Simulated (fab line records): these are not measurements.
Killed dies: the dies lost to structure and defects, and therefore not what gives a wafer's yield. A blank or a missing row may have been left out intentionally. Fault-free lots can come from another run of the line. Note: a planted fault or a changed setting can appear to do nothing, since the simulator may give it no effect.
Code-filled problem report in 8D (eight disciplines) form ; flow nand_harc ; the parts of the form that need people (team, actions taken, sign-off) are left out

== 1. THE ISSUE ==
Mean of thk_nm at NHARC_A_ONON_D1_THK_MEAS_11: 1674 nm across 3 wafers in 2 lots; on wafers with no fault it is 1001 nm (standard deviation 9.1). Relative to the usual mean, that is a shift of +74 standard deviations.
The step: measures by ellipsometry.
The first sign was on wafer L726.1 at day 9 04:40, on film_metro-01. Wafers with a number at this step in the record: 35, from 12 lots. Rule for "out" (also "out of limits"): further than 4 standard deviations from the usual mean. All remaining wafers that have a number are taken as sound.

== 2. WHAT IT IS AND WHAT IT IS NOT ==
question;is;is not
which readings at this step;thk_nm;-
which lots;L726, L730;L720, L721, L722, L723, L724, L725, L736, L738, L742, L743
which wafers of those lots;L726.1, L730.1, L730.4;L726.6, L730.2
read on which gauges;film_metro-01, film_metro-02;-
when;from day 9 04:40;"up to then (19 sound wafers); but 13 sound wafers of L730, L736, L738, L742, L743 came after"

== 3. WHAT RULES OUT EACH SUSPECT ==
Counting: a tool at a process step up to the reading stays a suspect if it ran every lot that is out. Sound lots after the first of them don't rule it out here, since some wafers of a struck lot are sound.
- the gauge at NHARC_A_ONON_D1_THK_MEAS_11 is ruled out. Those wafers that are out were read across 2 gauges (film_metro-01, film_metro-02).
- pecvd_onon-02 at NHARC_A_ONON_D1_DEP_09 (target thk 1000 nm): kept. It ran every lot that is out, first L726 (day 9 04:10); its last sound lot up to then is L721 (day 8 11:58).
Left after counting: pecvd_onon-02 at NHARC_A_ONON_D1_DEP_09.

== 4. THE CAUSE (what the simulator had put in) ==
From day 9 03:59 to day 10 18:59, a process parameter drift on pecvd_onon-02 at NHARC_A_ONON_D1_DEP_09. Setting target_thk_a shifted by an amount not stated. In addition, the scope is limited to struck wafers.
Only this tool survived the counting.

== 5. THE EFFECT CHAIN, in route order ==
One row per reading whose mean, taken over the struck wafers that have a number, lies over 3 standard deviations from the usual. Scope: only readings with a usual standard deviation given in the record; hours: median across lots of the time from each lot's start at the first step in this table that gives one to its start at this step; sigmas: change in usual standard deviations.
hours;step;reading;usual;on struck wafers;change;sigmas
0;NHARC_A_ONON_D1_THK_MEAS_11;thk_nm;1001 nm;1674;+673;+74
288;NHARC_END_SORT_01;killed_at_array;29;669;+640;+68
288;NHARC_END_SORT_01;killed_dies;32;677;+645;+72

== 6. WHAT WOULD HAVE CAUGHT IT SOONER ==
In this record the first reading out of limits at a measuring or inspecting step was taken at day 9 04:40, 1 hour after the fault began at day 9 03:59.
Of the lots that are out (2), L730 began NHARC_A_ONON_D1_DEP_09 on pecvd_onon-02 after day 9 04:40. Holding the tool at that time would have saved it.
